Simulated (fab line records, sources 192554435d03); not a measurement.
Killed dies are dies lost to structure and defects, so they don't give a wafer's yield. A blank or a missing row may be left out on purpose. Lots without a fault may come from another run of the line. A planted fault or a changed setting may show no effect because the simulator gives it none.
Chamber matching | flow n5_finfet | N5_BEOL_M9_STRIP_36 on rie_diel-04: 4 sister chambers
The step strips in N2/H2. 4 wafers are shown with their chamber, then 10 later ones without.

WAFERS WITH THEIR CHAMBER
wafer  | chamber | drypump_motor_current_A (A)
L089.5 | 0       | 6.1
L090.6 | 2       | 4.9
L093.1 | 1       | 5.5
L093.2 | 3       | 5.0

WAFERS WITHOUT THEIR CHAMBER
wafer  | drypump_motor_current_A (A)
L093.3 | 6.0
L093.4 | 4.8
L093.5 | 6.0
L093.6 | 5.5
L095.1 | 6.0
L095.2 | 5.5
L095.3 | 4.9
L095.4 | 5.5
L095.5 | 4.8
L095.6 | 6.0

WHICH CHAMBER EACH WENT THROUGH
wafer  | from the rows above     | in truth
L093.3 | 0                       | 0
L093.4 | can't be placed: 2 or 3 | 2
L093.5 | 0                       | 0
L093.6 | 1                       | 1
L095.1 | 0                       | 0
L095.2 | 1                       | 1
L095.3 | can't be placed: 2 or 3 | 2
L095.4 | 1                       | 1
L095.5 | can't be placed: 2 or 3 | 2
L095.6 | 0                       | 0
Placed correctly: 7 of 10. Can't be placed from these rows: 3 (the true chamber is among the candidates in 3). Placed wrongly: 0.
How it was worked out, from the rows above alone: a wafer's distance from a chamber is the root of the sum, over the readings, of the square of ((its reading less the chamber's mean) divided by the reading's scatter). The wafer belongs to the nearest chamber; if the next one is less than 2 further off, it can't be placed. A chamber's mean is the mean of its shown wafers. The scatter: with one shown wafer a chamber, the root of the mean of the squares of how far each hidden wafer lies from its nearest shown one.
